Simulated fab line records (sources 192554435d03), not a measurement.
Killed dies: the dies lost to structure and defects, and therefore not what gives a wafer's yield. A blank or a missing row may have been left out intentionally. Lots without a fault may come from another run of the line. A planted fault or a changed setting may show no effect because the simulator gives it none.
A lot that was struck, set against a sound lot | flow n5-finfet | 16 out of 1938 route steps
Sound: wafers L887.4, L887.5, L887.6. Wafers struck: L898.1, L898.5, L898.6. The cause is given at the end.
At each step with rows: each side's tool, then ch and its chambers, then its first start. Under that, the readings that differ: sound wafers | struck wafers | difference of the means | sigmas: that difference in standard deviations of wafers without a fault.
alike: readings whose means differ by less than 2 such deviations, and words and numbers that are the same on both sides. not compared: withheld readings, readings that some wafer has no value for, bounds like >300 that may hide the same value, and numbers for which the record gives no deviation and whose values overlap.
Wherever a step has rows on one side only, a row that says differs or no value, or a row with sigmas, the two part there. Numbers that have no deviation but don't overlap get no sigmas and don't part them. Lack of a reading on every wafer of one side parts them only where that side has two or more wafers.

first, 2 steps without rows for these wafers: N5_STI_FIN_REVEAL_STRIP_35 (strips Si3N4 in H3PO4, target depth 4 nm, time 39 s); N5_STI_FIN_REVEAL_SRD_21 (time 30 s).
N5_STI_FIN_REVEAL_OXIDATION_33: chemistry O2 PLASMA REMOTE, time 20 s.
  sound on plasma-asher-02 ch 0,1, day 2 13:52; struck on plasma-asher-01 ch 0,1, day 5 08:56
  alike: drypump-motor-current-A, heater-power-w, rf-fwd-power-W
  not compared: rf-hours-counter-h
then, 2 steps without rows for these wafers: N5_STI_FIN_REVEAL_CLEAN_19 (cleans in O3/DIW, time 120 s); N5_STI_FIN_REVEAL_SRD_23 (time 30 s).
N5_STI_FIN_REVEAL_CD_MEAS_22: target cd 6.238 nm, pitch 28 nm.
  struck on cd-sem-03, day 5 09:06; sound on cd-sem-03, day 2 14:02
  alike: cd-nm
N5_STI_FIN_REVEAL_FIN_H_MEAS_10:
  struck on ocd-02, day 5 09:08; sound on ocd-01, day 2 14:04
  alike: trench-depth-nm
then, 2 steps without rows for these wafers: N5_STI_FIN_REVEAL_PRECLEAN_18 (cleans in SC2, time 45 s); N5_STI_FIN_REVEAL_SRD_28 (time 30 s).
N5_STI_FIN_REVEAL_INSPECT_13: inspects for defects (darkfield).
  struck on defect-inspect-01, day 5 09:13; sound on defect-inspect-02, day 2 14:09
  alike: raw-defect-count
then, 2 steps without rows for these wafers: N5_DUMMY_GATE_PRECLEAN_00 (cleans in O3/DIW, time 60 s); N5_DUMMY_GATE_SRD_01 (time 30 s).
N5_DUMMY_GATE_ALD_02: deposits SiO2, target thk 2 nm, pulse time 1 s.
  sound on ald-sin-02 ch 0,2,3, day 2 14:23; struck on ald-sin-01 ch 0,3, day 5 09:43
  reading              | sound                | struck               | difference | sigmas
  susceptor-temp-C (C) | 299.77 299.87 300.10 | 296.40 296.37 296.69 | -3.43      | -18
  alike: heater-power-w, precursor-pulse-height-rel
then, 1 step without rows for these wafers: N5_DUMMY_GATE_CVD_03 (deposits a-Si from SiH4, target thk 150 nm, time 8042 s).
-- the record jumps here: 6 days lie between the struck wafers' starts before and after (it left off in module DUMMY_GATE and takes up again in module BEOL_M4, whose first step shown is number 1111 of the route) --
N5_BEOL_M4_RC_MEAS_101:
  sound on prober-02 ch 0, day 8 01:53; struck on prober-01 ch 0, day 11 05:16
  reading       | sound          | struck         | difference | sigmas
  ION_P (uA/um) | 469 477 460    | 456 453 451    | -15        | -2
  SS_N (mV/dec) | 70.5 71.3 70.0 | 71.4 71.7 72.5 | +1.3       | +2
  alike: DIBL_N, DIBL_P, IOFF_N, IOFF_P, ION_N, SS_P, VT_N, VT_P
-- the record jumps here: 5 days lie between the struck wafers' starts before and after (it left off in module BEOL_M4 and takes up again in module PASSIVATION, whose first step shown is number 1936 of the route) --
N5_PASSIVATION_PROBE_49:
  struck on prober-01, day 15 22:32; sound on prober-01, day 12 06:43
  alike: defect-limited-yield, killed_at_M0_to_M3, killed_at_M4_up, killed-at-contacts, killed-at-front-end, killed-at-other, killed-dies, killed-open, killed-short, sort_bin_5_function, sort_bin_6_memory, sort-n-pass, sort-yield-pct

## WHERE THEY PART
Earliest at N5_DUMMY_GATE_ALD_02; latest, in this record, at N5_BEOL_M4_RC_MEAS_101. Later steps at which nothing parts them and some readings are alike: N5_PASSIVATION_PROBE_49.

WHY: what had been put in by the simulator
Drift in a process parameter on ald-sin-01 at N5_DUMMY_GATE_ALD_02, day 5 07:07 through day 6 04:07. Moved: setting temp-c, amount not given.
